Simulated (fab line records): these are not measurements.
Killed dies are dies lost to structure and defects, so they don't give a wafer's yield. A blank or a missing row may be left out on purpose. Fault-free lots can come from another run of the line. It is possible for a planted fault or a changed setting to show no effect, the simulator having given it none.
Which tool did it? / flow n5-finfet / 10 lots, 30 wafers sampled, at 5 steps of a route of 1938

== WHAT THE GAUGES READ, wafer by wafer ==
No reading from a measuring or inspecting step in the record can be judged against a usual standard deviation.

== EACH LOT AND THE TOOL THAT RAN IT (in order: tool; ch and the chambers of the sampled wafers; start) ==
lot=L987; N5_SD_EPI_P_ETCH_37=rie-diel-02 ch 0,2,3, day 3 09:40; N5_SD_EPI_P_ETCHBACK_46=rie-diel-02 ch 0,2,3, day 3 10:00; N5_SD_EPI_P_ETCH_16=rie-diel-02 ch 0,2,3, day 3 10:12; N5_SD_ACTIVATION_RTA_00=rtp-anneal-02 ch 0, day 3 14:10; N5_PASSIVATION_PROBE_49=-
lot=L992; N5_SD_EPI_P_ETCH_37=rie-diel-06 ch 0,1,3, day 4 19:01; N5_SD_EPI_P_ETCHBACK_46=rie-diel-06 ch 0,1,3, day 4 19:20; N5_SD_EPI_P_ETCH_16=rie-diel-06 ch 0,1,3, day 4 19:32; N5_SD_ACTIVATION_RTA_00=rtp-anneal-01 ch 0, day 4 23:36; N5_PASSIVATION_PROBE_49=-
lot=L993; N5_SD_EPI_P_ETCH_37=rie-diel-02 ch 0,1, day 5 01:46; N5_SD_EPI_P_ETCHBACK_46=rie-diel-02 ch 0,1, day 5 02:06; N5_SD_EPI_P_ETCH_16=rie-diel-02 ch 0,1, day 5 02:18; N5_SD_ACTIVATION_RTA_00=rtp-anneal-02 ch 0, day 5 05:29; N5_PASSIVATION_PROBE_49=-
lot=L994; N5_SD_EPI_P_ETCH_37=rie-diel-02 ch 1,2, day 5 07:02; N5_SD_EPI_P_ETCHBACK_46=rie-diel-02 ch 1,2, day 5 07:22; N5_SD_EPI_P_ETCH_16=rie-diel-02 ch 1,2, day 5 07:34; N5_SD_ACTIVATION_RTA_00=rtp-anneal-02 ch 0, day 5 10:46; N5_PASSIVATION_PROBE_49=-
lot=L996; N5_SD_EPI_P_ETCH_37=rie-diel-06 ch 0,1,3, day 5 17:50; N5_SD_EPI_P_ETCHBACK_46=rie-diel-06 ch 0,1,3, day 5 18:10; N5_SD_EPI_P_ETCH_16=rie-diel-06 ch 0,1,3, day 5 18:22; N5_SD_ACTIVATION_RTA_00=rtp-anneal-01 ch 0, day 5 21:30; N5_PASSIVATION_PROBE_49=-
lot=L997; N5_SD_EPI_P_ETCH_37=rie-diel-02 ch 0,1,3, day 6 05:55; N5_SD_EPI_P_ETCHBACK_46=rie-diel-02 ch 0,1,3, day 6 06:15; N5_SD_EPI_P_ETCH_16=rie-diel-02 ch 0,1,3, day 6 06:27; N5_SD_ACTIVATION_RTA_00=rtp-anneal-01 ch 0, day 6 13:02; N5_PASSIVATION_PROBE_49=-
lot=L103; N5_SD_EPI_P_ETCH_37=rie-diel-02 ch 0,2,3, day 7 10:25; N5_SD_EPI_P_ETCHBACK_46=rie-diel-02 ch 0,2,3, day 7 10:45; N5_SD_EPI_P_ETCH_16=rie-diel-02 ch 0,2,3, day 7 10:57; N5_SD_ACTIVATION_RTA_00=rtp-anneal-01 ch 0, day 7 14:06; N5_PASSIVATION_PROBE_49=-
lot=L104; N5_SD_EPI_P_ETCH_37=rie-diel-06 ch 1,2, day 7 20:26; N5_SD_EPI_P_ETCHBACK_46=rie-diel-06 ch 1,2, day 7 20:46; N5_SD_EPI_P_ETCH_16=rie-diel-06 ch 1,2, day 7 20:58; N5_SD_ACTIVATION_RTA_00=rtp-anneal-02 ch 0, day 8 00:08; N5_PASSIVATION_PROBE_49=-
lot=L105; N5_SD_EPI_P_ETCH_37=rie-diel-01 ch 0,2, day 8 02:31; N5_SD_EPI_P_ETCHBACK_46=rie-diel-01 ch 0,2, day 8 02:50; N5_SD_EPI_P_ETCH_16=rie-diel-01 ch 0,2, day 8 03:02; N5_SD_ACTIVATION_RTA_00=rtp-anneal-02 ch 0, day 8 06:11; N5_PASSIVATION_PROBE_49=prober-01, day 17 19:25
lot=L109; N5_SD_EPI_P_ETCH_37=rie-diel-01 ch 0,2,3, day 9 03:55; N5_SD_EPI_P_ETCHBACK_46=rie-diel-01 ch 0,2,3, day 9 04:14; N5_SD_EPI_P_ETCH_16=rie-diel-01 ch 0,2,3, day 9 04:26; N5_SD_ACTIVATION_RTA_00=rtp-anneal-01 ch 0, day 9 07:34; N5_PASSIVATION_PROBE_49=-
- N5_SD_EPI_P_ETCH_37: etches SOC in N2/H2, overetch 108 nm, time 486 s.
- N5_SD_EPI_P_ETCHBACK_46: etches SiNx in CH3F/O2, stops on SiO2, target depth 17.5 nm.
- N5_SD_EPI_P_ETCH_16: etches SiO2 in CHF3/O2, target depth 5 nm.
- N5_SD_ACTIVATION_RTA_00: time 0 s.
- N5_PASSIVATION_PROBE_49

== AS READ BY THE TOOLS THEMSELVES (means over the sampled wafers that have a number; for cases with no such wafer, the mark the record gives instead) ==
N5_SD_EPI_P_ETCH_37. Usual: drypump-motor-current-A 5.52 A (standard deviation 0.26); oes-product-au 0.70 a.u. (standard deviation 0.069); rf-fwd-power-W 2995 W (standard deviation 8.8); rf-vpp-V 241.0 V (standard deviation 1.3); showerhead-plenum-p-Torr 2.55 Torr (standard deviation 0.076); temp-c 40.02 C (standard deviation 0.12); throttle-valve-pct 23.7 % (standard deviation 0.3).
lot=L987; tool=rie-diel-02; drypump-motor-current-A (A)=5.43; oes-product-au (a.u.)=0.72; rf-fwd-power-W (W)=2996; rf-vpp-V (V)=241.2; showerhead-plenum-p-Torr (Torr)=2.55; temp-c (C)=39.94; throttle-valve-pct (%)=23.6; flag=
lot=L992; tool=rie-diel-06; drypump-motor-current-A (A)=5.67; oes-product-au (a.u.)=0.69; rf-fwd-power-W (W)=2992; rf-vpp-V (V)=242.0; showerhead-plenum-p-Torr (Torr)=2.58; temp-c (C)=39.94; throttle-valve-pct (%)=23.7; flag=
lot=L993; tool=rie-diel-02; drypump-motor-current-A (A)=5.29; oes-product-au (a.u.)=0.68; rf-fwd-power-W (W)=2994; rf-vpp-V (V)=240.8; showerhead-plenum-p-Torr (Torr)=2.57; temp-c (C)=39.99; throttle-valve-pct (%)=24.0; flag=
lot=L994; tool=rie-diel-02; drypump-motor-current-A (A)=5.79; oes-product-au (a.u.)=0.78; rf-fwd-power-W (W)=2997; rf-vpp-V (V)=241.7; showerhead-plenum-p-Torr (Torr)=2.55; temp-c (C)=39.96; throttle-valve-pct (%)=23.3; flag=
lot=L996; tool=rie-diel-06; drypump-motor-current-A (A)=5.68; oes-product-au (a.u.)=0.69; rf-fwd-power-W (W)=2992; rf-vpp-V (V)=241.7; showerhead-plenum-p-Torr (Torr)=2.58; temp-c (C)=39.89; throttle-valve-pct (%)=23.7; flag=
lot=L997; tool=rie-diel-02; drypump-motor-current-A (A)=5.38; oes-product-au (a.u.)=0.70; rf-fwd-power-W (W)=2989; rf-vpp-V (V)=239.8; showerhead-plenum-p-Torr (Torr)=2.51; temp-c (C)=40.12; throttle-valve-pct (%)=23.8; flag=
lot=L103; tool=rie-diel-02; drypump-motor-current-A (A)=5.44; oes-product-au (a.u.)=0.69; rf-fwd-power-W (W)=2994; rf-vpp-V (V)=240.8; showerhead-plenum-p-Torr (Torr)=2.54; temp-c (C)=40.00; throttle-valve-pct (%)=23.6; flag=
lot=L104; tool=rie-diel-06; drypump-motor-current-A (A)=5.36; oes-product-au (a.u.)=0.63; rf-fwd-power-W (W)=2994; rf-vpp-V (V)=241.3; showerhead-plenum-p-Torr (Torr)=2.56; temp-c (C)=40.04; throttle-valve-pct (%)=23.9; flag=
lot=L105; tool=rie-diel-01; drypump-motor-current-A (A)=5.52; oes-product-au (a.u.)=0.66; rf-fwd-power-W (W)=3005; rf-vpp-V (V)=240.0; showerhead-plenum-p-Torr (Torr)=2.49; temp-c (C)=40.12; throttle-valve-pct (%)=24.0; flag=
lot=L109; tool=rie-diel-01; drypump-motor-current-A (A)=5.44; oes-product-au (a.u.)=0.69; rf-fwd-power-W (W)=2987; rf-vpp-V (V)=240.8; showerhead-plenum-p-Torr (Torr)=2.53; temp-c (C)=40.10; throttle-valve-pct (%)=23.9; flag=

N5_SD_EPI_P_ETCHBACK_46. Usual: O2_flow_sccm 20.02 sccm, standard deviation 0.059; drypump-motor-current-A 5.51 A, standard deviation 0.26; oes_f_703_au 0.78 a.u., standard deviation 0.075; oes-product-au 0.67 a.u., standard deviation 0.065; rf-fwd-power-W 393.2 W, standard deviation 1.4; rf-vpp-V 298 V, standard deviation 6.5; showerhead-plenum-p-Torr 2.01 Torr, standard deviation 0.065; throttle-valve-pct 16.35 %, standard deviation 0.26.
lot=L987; tool=rie-diel-02; O2_flow_sccm (sccm)=19.98; drypump-motor-current-A (A)=5.43; oes_f_703_au (a.u.)=0.80; oes-product-au (a.u.)=0.69; rf-fwd-power-W (W)=394.3; rf-vpp-V (V)=303; showerhead-plenum-p-Torr (Torr)=2.00; throttle-valve-pct (%)=16.16; flag=
lot=L992; tool=rie-diel-06; O2_flow_sccm (sccm)=20.00; drypump-motor-current-A (A)=5.67; oes_f_703_au (a.u.)=0.77; oes-product-au (a.u.)=0.67; rf-fwd-power-W (W)=393.0; rf-vpp-V (V)=297; showerhead-plenum-p-Torr (Torr)=2.04; throttle-valve-pct (%)=16.33; flag=
lot=L993; tool=rie-diel-02; O2_flow_sccm (sccm)=20.04; drypump-motor-current-A (A)=5.28; oes_f_703_au (a.u.)=0.78; oes-product-au (a.u.)=0.65; rf-fwd-power-W (W)=392.8; rf-vpp-V (V)=303; showerhead-plenum-p-Torr (Torr)=2.02; throttle-valve-pct (%)=16.34; flag=
lot=L994; tool=rie-diel-02; O2_flow_sccm (sccm)=20.05; drypump-motor-current-A (A)=5.78; oes_f_703_au (a.u.)=0.87; oes-product-au (a.u.)=0.75; rf-fwd-power-W (W)=394.1; rf-vpp-V (V)=305; showerhead-plenum-p-Torr (Torr)=2.00; throttle-valve-pct (%)=15.98; flag=
lot=L996; tool=rie-diel-06; O2_flow_sccm (sccm)=20.02; drypump-motor-current-A (A)=5.67; oes_f_703_au (a.u.)=0.77; oes-product-au (a.u.)=0.66; rf-fwd-power-W (W)=393.3; rf-vpp-V (V)=299; showerhead-plenum-p-Torr (Torr)=2.04; throttle-valve-pct (%)=16.35; flag=
lot=L997; tool=rie-diel-02; O2_flow_sccm (sccm)=20.00; drypump-motor-current-A (A)=5.38; oes_f_703_au (a.u.)=0.80; oes-product-au (a.u.)=0.64; rf-fwd-power-W (W)=392.8; rf-vpp-V (V)=300; showerhead-plenum-p-Torr (Torr)=1.97; throttle-valve-pct (%)=16.33; flag=
lot=L103; tool=rie-diel-02; O2_flow_sccm (sccm)=20.02; drypump-motor-current-A (A)=5.41; oes_f_703_au (a.u.)=0.77; oes-product-au (a.u.)=0.63; rf-fwd-power-W (W)=394.0; rf-vpp-V (V)=302; showerhead-plenum-p-Torr (Torr)=1.99; throttle-valve-pct (%)=16.19; flag=
lot=L104; tool=rie-diel-06; O2_flow_sccm (sccm)=20.02; drypump-motor-current-A (A)=5.34; oes_f_703_au (a.u.)=0.73; oes-product-au (a.u.)=0.60; rf-fwd-power-W (W)=393.0; rf-vpp-V (V)=296; showerhead-plenum-p-Torr (Torr)=2.00; throttle-valve-pct (%)=16.35; flag=
lot=L105; tool=rie-diel-01; O2_flow_sccm (sccm)=20.06; drypump-motor-current-A (A)=5.53; oes_f_703_au (a.u.)=0.75; oes-product-au (a.u.)=0.63; rf-fwd-power-W (W)=393.2; rf-vpp-V (V)=292; showerhead-plenum-p-Torr (Torr)=1.96; throttle-valve-pct (%)=16.56; flag=
lot=L109; tool=rie-diel-01; O2_flow_sccm (sccm)=20.03; drypump-motor-current-A (A)=5.43; oes_f_703_au (a.u.)=0.76; oes-product-au (a.u.)=0.66; rf-fwd-power-W (W)=392.9; rf-vpp-V (V)=294; showerhead-plenum-p-Torr (Torr)=2.01; throttle-valve-pct (%)=16.63; flag=

N5_SD_EPI_P_ETCH_16. Usual: O2_flow_sccm 5.000 sccm, standard deviation 0.016; drypump-motor-current-A 5.51 A, standard deviation 0.26; oes_f_703_au 0.78 a.u., standard deviation 0.076; oes-product-au 0.78 a.u., standard deviation 0.08; rf-fwd-power-W 642.5 W, standard deviation 2.9; rf-vpp-V 524 V, standard deviation 12; showerhead-plenum-p-Torr 2.42 Torr, standard deviation 0.076; throttle-valve-pct 18.90 %, standard deviation 0.28.
lot=L987; tool=rie-diel-02; O2_flow_sccm (sccm)=5.010; drypump-motor-current-A (A)=5.42; oes_f_703_au (a.u.)=0.80; oes-product-au (a.u.)=0.80; rf-fwd-power-W (W)=640.9; rf-vpp-V (V)=533; showerhead-plenum-p-Torr (Torr)=2.41; throttle-valve-pct (%)=18.70; flag=
lot=L992; tool=rie-diel-06; O2_flow_sccm (sccm)=5.008; drypump-motor-current-A (A)=5.66; oes_f_703_au (a.u.)=0.78; oes-product-au (a.u.)=0.78; rf-fwd-power-W (W)=640.8; rf-vpp-V (V)=524; showerhead-plenum-p-Torr (Torr)=2.46; throttle-valve-pct (%)=18.88; flag=
lot=L993; tool=rie-diel-02; O2_flow_sccm (sccm)=4.981; drypump-motor-current-A (A)=5.30; oes_f_703_au (a.u.)=0.78; oes-product-au (a.u.)=0.76; rf-fwd-power-W (W)=644.7; rf-vpp-V (V)=535; showerhead-plenum-p-Torr (Torr)=2.43; throttle-valve-pct (%)=18.91; flag=
lot=L994; tool=rie-diel-02; O2_flow_sccm (sccm)=5.000; drypump-motor-current-A (A)=5.78; oes_f_703_au (a.u.)=0.87; oes-product-au (a.u.)=0.87; rf-fwd-power-W (W)=643.1; rf-vpp-V (V)=538; showerhead-plenum-p-Torr (Torr)=2.41; throttle-valve-pct (%)=18.51; flag=
lot=L996; tool=rie-diel-06; O2_flow_sccm (sccm)=4.987; drypump-motor-current-A (A)=5.67; oes_f_703_au (a.u.)=0.77; oes-product-au (a.u.)=0.77; rf-fwd-power-W (W)=643.2; rf-vpp-V (V)=525; showerhead-plenum-p-Torr (Torr)=2.45; throttle-valve-pct (%)=18.88; flag=
lot=L997; tool=rie-diel-02; O2_flow_sccm (sccm)=5.006; drypump-motor-current-A (A)=5.35; oes_f_703_au (a.u.)=0.79; oes-product-au (a.u.)=0.78; rf-fwd-power-W (W)=641.9; rf-vpp-V (V)=528; showerhead-plenum-p-Torr (Torr)=2.38; throttle-valve-pct (%)=18.88; flag=
lot=L103; tool=rie-diel-02; O2_flow_sccm (sccm)=5.006; drypump-motor-current-A (A)=5.43; oes_f_703_au (a.u.)=0.77; oes-product-au (a.u.)=0.78; rf-fwd-power-W (W)=642.9; rf-vpp-V (V)=532; showerhead-plenum-p-Torr (Torr)=2.40; throttle-valve-pct (%)=18.76; flag=
lot=L104; tool=rie-diel-06; O2_flow_sccm (sccm)=5.010; drypump-motor-current-A (A)=5.35; oes_f_703_au (a.u.)=0.73; oes-product-au (a.u.)=0.71; rf-fwd-power-W (W)=640.8; rf-vpp-V (V)=522; showerhead-plenum-p-Torr (Torr)=2.41; throttle-valve-pct (%)=18.85; flag=
lot=L105; tool=rie-diel-01; O2_flow_sccm (sccm)=5.001; drypump-motor-current-A (A)=5.51; oes_f_703_au (a.u.)=0.74; oes-product-au (a.u.)=0.74; rf-fwd-power-W (W)=644.1; rf-vpp-V (V)=515; showerhead-plenum-p-Torr (Torr)=2.37; throttle-valve-pct (%)=19.12; flag=
lot=L109; tool=rie-diel-01; O2_flow_sccm (sccm)=5.008; drypump-motor-current-A (A)=5.44; oes_f_703_au (a.u.)=0.75; oes-product-au (a.u.)=0.75; rf-fwd-power-W (W)=641.8; rf-vpp-V (V)=519; showerhead-plenum-p-Torr (Torr)=2.42; throttle-valve-pct (%)=19.21; flag=

N5_SD_ACTIVATION_RTA_00. Usual: lamp-power-pct 8.97 %, standard deviation 0.05; lamp_zone_2_pct 8.951 %, standard deviation 0.022; lamp_zone_5_pct 8.956 %, standard deviation 0.022; wafer_temp_C_max 974.8, standard deviation 1.9.
lot=L987; tool=rtp-anneal-02; lamp-power-pct (%)=9.01; lamp_zone_2_pct (%)=8.969; lamp_zone_5_pct (%)=8.944; wafer_temp_C_max=976.0; flag=
lot=L992; tool=rtp-anneal-01; lamp-power-pct (%)=9.00; lamp_zone_2_pct (%)=8.946; lamp_zone_5_pct (%)=8.946; wafer_temp_C_max=974.7; flag=
lot=L993; tool=rtp-anneal-02; lamp-power-pct (%)=8.99; lamp_zone_2_pct (%)=8.940; lamp_zone_5_pct (%)=8.966; wafer_temp_C_max=975.3; flag=
lot=L994; tool=rtp-anneal-02; lamp-power-pct (%)=9.00; lamp_zone_2_pct (%)=8.955; lamp_zone_5_pct (%)=8.972; wafer_temp_C_max=974.7; flag=
lot=L996; tool=rtp-anneal-01; lamp-power-pct (%)=9.00; lamp_zone_2_pct (%)=8.956; lamp_zone_5_pct (%)=8.962; wafer_temp_C_max=975.0; flag=
lot=L997; tool=rtp-anneal-01; lamp-power-pct (%)=8.93; lamp_zone_2_pct (%)=8.972; lamp_zone_5_pct (%)=8.969; wafer_temp_C_max=976.6; flag=
lot=L103; tool=rtp-anneal-01; lamp-power-pct (%)=8.96; lamp_zone_2_pct (%)=8.941; lamp_zone_5_pct (%)=8.938; wafer_temp_C_max=974.4; flag=
lot=L104; tool=rtp-anneal-02; lamp-power-pct (%)=8.99; lamp_zone_2_pct (%)=8.957; lamp_zone_5_pct (%)=8.954; wafer_temp_C_max=975.2; flag=
lot=L105; tool=rtp-anneal-02; lamp-power-pct (%)=8.97; lamp_zone_2_pct (%)=8.933; lamp_zone_5_pct (%)=8.962; wafer_temp_C_max=974.8; flag=
lot=L109; tool=rtp-anneal-01; lamp-power-pct (%)=8.98; lamp_zone_2_pct (%)=8.957; lamp_zone_5_pct (%)=8.962; wafer_temp_C_max=974.8; flag=

N5_PASSIVATION_PROBE_49. Usual: killed_at_M0_to_M3 34, standard deviation 11; killed_at_M4_up 14, standard deviation 5.7; killed-at-contacts 14, standard deviation 6.9; killed-at-front-end 40, standard deviation 11; killed-at-other 4, standard deviation 3.1; killed-dies 105, standard deviation 17; killed-open 70, standard deviation 13; killed-short 34, standard deviation 7.6.
lot=L105 tool=prober-01 killed_at_M0_to_M3=36 killed_at_M4_up=15 killed-at-contacts=10 killed-at-front-end=29 killed-at-other=2 killed-dies=92 killed-open=59 killed-short=33 flag=

== THE ANSWER, worked out from the rows above alone ==
Rule: take the mean of a lot's wafers that have a number; if it is more than 3 standard deviations from the usual mean, the lot is off. Also off: a lot with no number at a reading for which 4 or more lots have one. Any other lot the step has rows for is counted as sound. The gauges are gone through in route order, then the tools' own readings, and for those a lot's mean is taken as printed above. At the first step where some lot is off, the reading lying furthest off is the one used; lots without a number count as furthest.
No lot is off on any of the readings shown, so nothing can be concluded from this.

== WHAT THE SIMULATOR HAD PUT IN ==
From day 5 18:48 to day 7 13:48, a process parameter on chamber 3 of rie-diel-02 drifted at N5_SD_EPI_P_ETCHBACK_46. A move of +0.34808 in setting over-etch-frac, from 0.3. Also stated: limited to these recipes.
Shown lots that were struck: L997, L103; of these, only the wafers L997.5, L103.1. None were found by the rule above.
